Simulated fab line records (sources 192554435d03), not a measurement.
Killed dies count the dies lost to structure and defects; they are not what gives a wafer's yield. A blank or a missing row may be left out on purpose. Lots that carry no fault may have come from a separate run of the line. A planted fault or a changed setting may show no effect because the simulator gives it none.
Matching of chambers / flow n5 finfet / 4 sister chambers for N5_FIN_SAQP_ETCH_52 on rie diel-06
The step etches SOC in N2/H2, target depth 100 nm, overetch 20 nm, time 150 s. 4 wafers are shown with their chamber, then 8 later ones without.

## EACH WAFER AND ITS CHAMBER
wafer=L079.3; chamber=3; drypump motor current A (A)=5.5
wafer=L092.2; chamber=1; drypump motor current A (A)=4.9
wafer=L092.3; chamber=2; drypump motor current A (A)=6.6
wafer=L093.2; chamber=0; drypump motor current A (A)=5.6

## WAFERS WHOSE CHAMBER IS MISSING
wafer=L093.3; drypump motor current A (A)=4.9
wafer=L093.5; drypump motor current A (A)=6.6
wafer=L094.1; drypump motor current A (A)=5.4
wafer=L094.5; drypump motor current A (A)=5.6
wafer=L094.6; drypump motor current A (A)=5.5
wafer=L097.2; drypump motor current A (A)=6.6
wafer=L097.3; drypump motor current A (A)=5.6
wafer=L097.5; drypump motor current A (A)=5.6

## THE CHAMBER EACH PASSED THROUGH
wafer=L093.3; from the rows above=1; in truth=1
wafer=L093.5; from the rows above=2; in truth=2
wafer=L094.1; from the rows above=3; in truth=3
wafer=L094.5; from the rows above=0; in truth=0
wafer=L094.6; from the rows above=3; in truth=3
wafer=L097.2; from the rows above=2; in truth=2
wafer=L097.3; from the rows above=0; in truth=0
wafer=L097.5; from the rows above=0; in truth=0
Correctly placed: 8 of 8. Number that these rows cannot place: 0. 0 placed wrongly.
How it was worked out, from the rows above alone: a wafer's distance from a chamber is the root of the sum, over the readings, of the square of ((its reading less the chamber's mean) divided by the reading's scatter). If the next closest chamber is less than 2 further off than the closest, the wafer can't be placed; otherwise it belongs to the closest. A chamber's mean is the mean of its shown wafers. The scatter: with one shown wafer a chamber, the root of the mean of the squares of how far each hidden wafer lies from its nearest shown one.
